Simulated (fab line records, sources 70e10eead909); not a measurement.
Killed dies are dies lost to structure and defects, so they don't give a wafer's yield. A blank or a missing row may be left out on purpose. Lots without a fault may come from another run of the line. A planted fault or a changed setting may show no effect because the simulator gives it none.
A struck lot beside a sound one | flow nand_harc | 43 steps out of a route of 1159
Sound: wafers L615.1, L615.3, L615.6. Struck: wafers L609.4, L609.5, L609.6. The cause comes at the end.
At each step with rows: each side's tool, then ch and its chambers, then its first start. Under that, the readings that differ: sound wafers | struck wafers | difference of the means | sigmas: that difference in standard deviations of wafers without a fault.
alike: readings whose means differ by less than 2 such deviations, and words and numbers that are the same on both sides. not compared: withheld readings, readings that some wafer has no value for, bounds like >300 that may hide the same value, and numbers for which the record gives no deviation and whose values overlap.
The two part at a step that has a row with sigmas, a row that says differs or no value, or rows on one side only. Numbers that don't overlap but have no deviation are shown without sigmas and don't part them. A reading that every wafer of one side lacks parts them only if that side has two wafers or more.

NHARC_A_CONTACT_ETCH_121: etches the open film in C4F8/O2/Ar, time 94 s, target depth 922 nm.
  sound on har_cap_etch-01 ch 0,1, day 20 01:49; struck on har_cap_etch-01 ch 0,1, day 19 08:41
  not compared: rf_hours_counter_h
then, 4 steps without rows for these wafers: NHARC_A_CONTACT_ETCH_122 (etches the open film in C4F8/O2/Ar, time 95 s, target depth 930 nm); NHARC_A_CONTACT_ETCH_123 (etches the open film in C4F8/O2/Ar, time 253 s, target depth 1090 nm); NHARC_A_CONTACT_ETCH_90 (etches the open film in CH3F/O2, target depth 40 nm, time 85.7 s); NHARC_A_CONTACT_ETCH_96 (etches the open film in C4F6/O2, target depth 20 nm, time 10 s).
NHARC_A_CONTACT_CD_MEAS_53:
  sound on cd_sem-01, day 20 02:53; struck on cd_sem-02, day 19 09:43
  alike: cd_nm
then, 6 steps without rows for these wafers: NHARC_A_CONTACT_STRIP_99 (strips in N2/H2); NHARC_A_CONTACT_STRIP_100 (strips in CF4/CHF3); NHARC_A_CONTACT_STRIP_101 (strips in O2/COS); NHARC_A_CONTACT_ETCH_102 (etches the open film in CF4/O2, target depth 70 nm, overetch 7 nm, time 38.5 s); NHARC_A_CONTACT_STRIP_55 (strips in O2); NHARC_A_CONTACT_STRIP_56 (strips in post etch residue remover, time 600 s).
NHARC_A_CONTACT_DEP_57: deposits aC, target thk 2800 nm.
  sound on acl_dep-01 ch 0, day 20 07:34; struck on acl_dep-02 ch 0, day 19 11:56
  alike: throttle_valve_pct
then, 11 steps without rows for these wafers: NHARC_A_CONTACT_DEP_58 (deposits SiON, target thk 60 nm); NHARC_A_CONTACT_DEHYDRATE_59 (time 120 s); NHARC_A_CONTACT_HMDS_60 (time 30 s); NHARC_A_CONTACT_COAT_61 (time 75 s); NHARC_A_CONTACT_COAT_62 (time 65 s); NHARC_A_CONTACT_COAT_63 (resist thk 90 nm); NHARC_A_CONTACT_SOFTBAKE_64 (time 55 s); NHARC_A_CONTACT_EBR_65; NHARC_A_CONTACT_EXPOSE_66 (exposes mask A CC 2); NHARC_A_CONTACT_PEB_67 (peb time 65 s); NHARC_A_CONTACT_DEVELOP_68 (develop time 35 s).
NHARC_A_CONTACT_CD_MEAS_69: target cd 200 nm.
  sound on cd_sem-03 ch 0, day 20 09:53; struck on cd_sem-01 ch 0, day 19 13:32
  alike: cd_nm
NHARC_A_CONTACT_OVL_MEAS_70:
  sound on overlay-02, day 20 09:59; struck on overlay-02, day 19 13:37
  reading           | sound       | struck         | difference | sigmas
  overlay_x_nm (nm) | 0.8 1.4 1.3 | -1.0 -0.1 -0.1 | -1.6       | -3
  alike: overlay_y_nm
NHARC_A_CONTACT_INSPECT_71:
  sound on defect_inspect-02, day 20 10:01; struck on defect_inspect-01, day 19 13:40
  alike: raw_defect_count
then, 1 step without rows for these wafers: NHARC_A_CONTACT_DESCUM_74 (chemistry O2, time 3 s).
NHARC_A_CONTACT_ETCH_75: etches the open film in CF4, target depth 39 nm, time 65 s.
  sound on rie_diel-08 ch 0,3, day 20 10:10; struck on rie_diel-01 ch 0,1,3, day 19 13:56
  alike: drypump_motor_current_A, oes_product_au, rf_vpp_V, showerhead_plenum_p_Torr, throttle_valve_pct
  not compared: rf_hours_counter_h
then, 6 steps without rows for these wafers: NHARC_A_CONTACT_ETCH_76 (etches the open film in N2/H2, target depth 260 nm, time 475.3 s); NHARC_A_CONTACT_ETCH_77 (etches the open film in CF4/CHF3, target depth 72.6 nm, time 36.3 s); NHARC_A_CONTACT_ETCH_78 (etches the open film in O2/COS, target depth 2800 nm, time 728 s); NHARC_A_CONTACT_ETCH_124 (etches the open film in C4F8/O2/Ar, time 140 s, target depth 700 nm); NHARC_A_CONTACT_ETCH_125 (etches the open film in C4F8/O2/Ar, time 155 s, target depth 956 nm); NHARC_A_CONTACT_ETCH_126 (etches the open film in C4F8/O2/Ar, time 155 s, target depth 956 nm).
NHARC_A_CONTACT_ETCH_127: etches the open film in C4F8/O2/Ar, time 155 s, target depth 956 nm.
  sound on har_cap_etch-02 ch 0, day 20 11:42; struck on har_cap_etch-02 ch 0,1, day 19 16:31
  not compared: rf_hours_counter_h
then, 4 steps without rows for these wafers: NHARC_A_CONTACT_ETCH_128 (etches the open film in C4F8/O2/Ar, time 155 s, target depth 956 nm); NHARC_A_CONTACT_ETCH_129 (etches the open film in C4F8/O2/Ar, time 155 s, target depth 956 nm); NHARC_A_CONTACT_ETCH_130 (etches the open film in C4F8/O2/Ar, time 155 s, target depth 956 nm); NHARC_A_CONTACT_ETCH_131 (etches the open film in C4F8/O2/Ar, time 155 s, target depth 956 nm).
NHARC_A_CONTACT_ETCH_132: etches the open film in C4F8/O2/Ar, time 156 s, target depth 958 nm.
  sound on har_cap_etch-02 ch 0, day 20 12:25; struck on har_cap_etch-02 ch 0,1, day 19 17:13
  not compared: rf_hours_counter_h
NHARC_A_CONTACT_ETCH_133: etches the open film in C4F8/O2/Ar, time 195 s, target depth 840 nm.
  sound on har_cap_etch-02 ch 0, day 20 12:34; struck on har_cap_etch-02 ch 0,1, day 19 17:24
  not compared: rf_hours_counter_h
-- the record jumps here: 3 days lie between the struck wafers' starts before and after (it left off in module A_CONTACT and takes up again in module END, whose first step shown is number 1159 of the route) --
NHARC_END_SORT_01:
  the record has rows for the struck wafers here (prober-02 ch 0, day 22 08:04) and none for the sound ones

WHERE THEY PART
First at NHARC_A_CONTACT_OVL_MEAS_70; last, within this record, at NHARC_END_SORT_01.

WHY: what the simulator had put in
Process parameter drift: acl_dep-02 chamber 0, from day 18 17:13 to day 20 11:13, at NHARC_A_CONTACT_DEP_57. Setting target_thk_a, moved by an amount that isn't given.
